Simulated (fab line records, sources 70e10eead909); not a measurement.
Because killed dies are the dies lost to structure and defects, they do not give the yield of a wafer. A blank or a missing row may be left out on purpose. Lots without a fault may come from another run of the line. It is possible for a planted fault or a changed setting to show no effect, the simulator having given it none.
Matching of chambers / flow nand harc / NHARC_A_WL_FILL_ALD_00 on ald hk-01: 4 sister chambers
The step deposits Al2O3, target thk 3 nm, pulse time 3 s, ald cycles 30. 20 wafers are shown with their chamber, then 10 later ones without.

WAFERS WITH THEIR CHAMBER
wafer=L452.1; chamber=0; heater power w (W)=422; precursor pulse height rel=0.987
wafer=L452.5; chamber=3; heater power w (W)=604; precursor pulse height rel=0.980
wafer=L452.6; chamber=0; heater power w (W)=420; precursor pulse height rel=0.974
wafer=L449.1; chamber=2; heater power w (W)=514; precursor pulse height rel=0.979
wafer=L449.5; chamber=1; heater power w (W)=444; precursor pulse height rel=1.019
wafer=L449.6; chamber=2; heater power w (W)=509; precursor pulse height rel=0.974
wafer=L451.2; chamber=3; heater power w (W)=599; precursor pulse height rel=1.013
wafer=L451.3; chamber=0; heater power w (W)=427; precursor pulse height rel=0.958
wafer=L451.5; chamber=3; heater power w (W)=605; precursor pulse height rel=0.992
wafer=L460.1; chamber=0; heater power w (W)=419; precursor pulse height rel=0.998
wafer=L460.3; chamber=3; heater power w (W)=599; precursor pulse height rel=0.988
wafer=L460.6; chamber=2; heater power w (W)=520; precursor pulse height rel=0.981
wafer=L462.1; chamber=2; heater power w (W)=526; precursor pulse height rel=1.017
wafer=L462.2; chamber=1; heater power w (W)=432; precursor pulse height rel=1.043
wafer=L462.4; chamber=0; heater power w (W)=388; precursor pulse height rel=0.999
wafer=L464.1; chamber=0; heater power w (W)=382; precursor pulse height rel=1.036
wafer=L464.3; chamber=2; heater power w (W)=529; precursor pulse height rel=0.965
wafer=L464.6; chamber=1; heater power w (W)=432; precursor pulse height rel=0.999
wafer=L465.1; chamber=2; heater power w (W)=532; precursor pulse height rel=0.962
wafer=L465.5; chamber=2; heater power w (W)=542; precursor pulse height rel=0.954

SIGNATURES (averages over the wafers above)
reading=heater power w; chamber 0=409.67; chamber 1=436.00; chamber 2=524.57; chamber 3=601.75; scatter within a chamber=13.1
reading=precursor pulse height rel; chamber 0=0.99200; chamber 1=1.02033; chamber 2=0.97600; chamber 3=0.99325; scatter within a chamber=0.0218
Rule: for each reading, subtract the chamber's mean from the wafer's reading, divide by that reading's scatter and square the result; add these up over the readings and take the root, which gives the wafer's distance from the chamber. If the next closest chamber is less than 2 further off than the closest, the wafer can't be placed; otherwise it belongs to the closest. The scatter: the root of (the sum of the squares of (reading less its chamber's mean) over the shown wafers, divided by (wafers less chambers)).

WAFERS WITH NO CHAMBER GIVEN
wafer=L465.6; heater power w (W)=433; precursor pulse height rel=0.996
wafer=L470.2; heater power w (W)=532; precursor pulse height rel=1.038
wafer=L470.4; heater power w (W)=374; precursor pulse height rel=0.989
wafer=L470.6; heater power w (W)=588; precursor pulse height rel=1.001
wafer=L469.1; heater power w (W)=606; precursor pulse height rel=1.028
wafer=L469.2; heater power w (W)=379; precursor pulse height rel=1.012
wafer=L469.3; heater power w (W)=449; precursor pulse height rel=1.015
wafer=L471.1; heater power w (W)=521; precursor pulse height rel=1.000
wafer=L471.3; heater power w (W)=455; precursor pulse height rel=0.996
wafer=L471.5; heater power w (W)=541; precursor pulse height rel=1.005

CHAMBER TAKEN BY EACH
wafer=L465.6; from the rows above=can't be placed: 1 or 0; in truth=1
wafer=L470.2; from the rows above=2; in truth=2
wafer=L470.4; from the rows above=0; in truth=0
wafer=L470.6; from the rows above=3; in truth=3
wafer=L469.1; from the rows above=3; in truth=3
wafer=L469.2; from the rows above=can't be placed: 0 or 1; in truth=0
wafer=L469.3; from the rows above=1; in truth=1
wafer=L471.1; from the rows above=2; in truth=2
wafer=L471.3; from the rows above=can't be placed: 1 or 0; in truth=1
wafer=L471.5; from the rows above=2; in truth=2
Placed correctly: 7 of 10. These rows do not allow placing 3 (true chamber among the candidates in 3). Wrongly placed: 0.
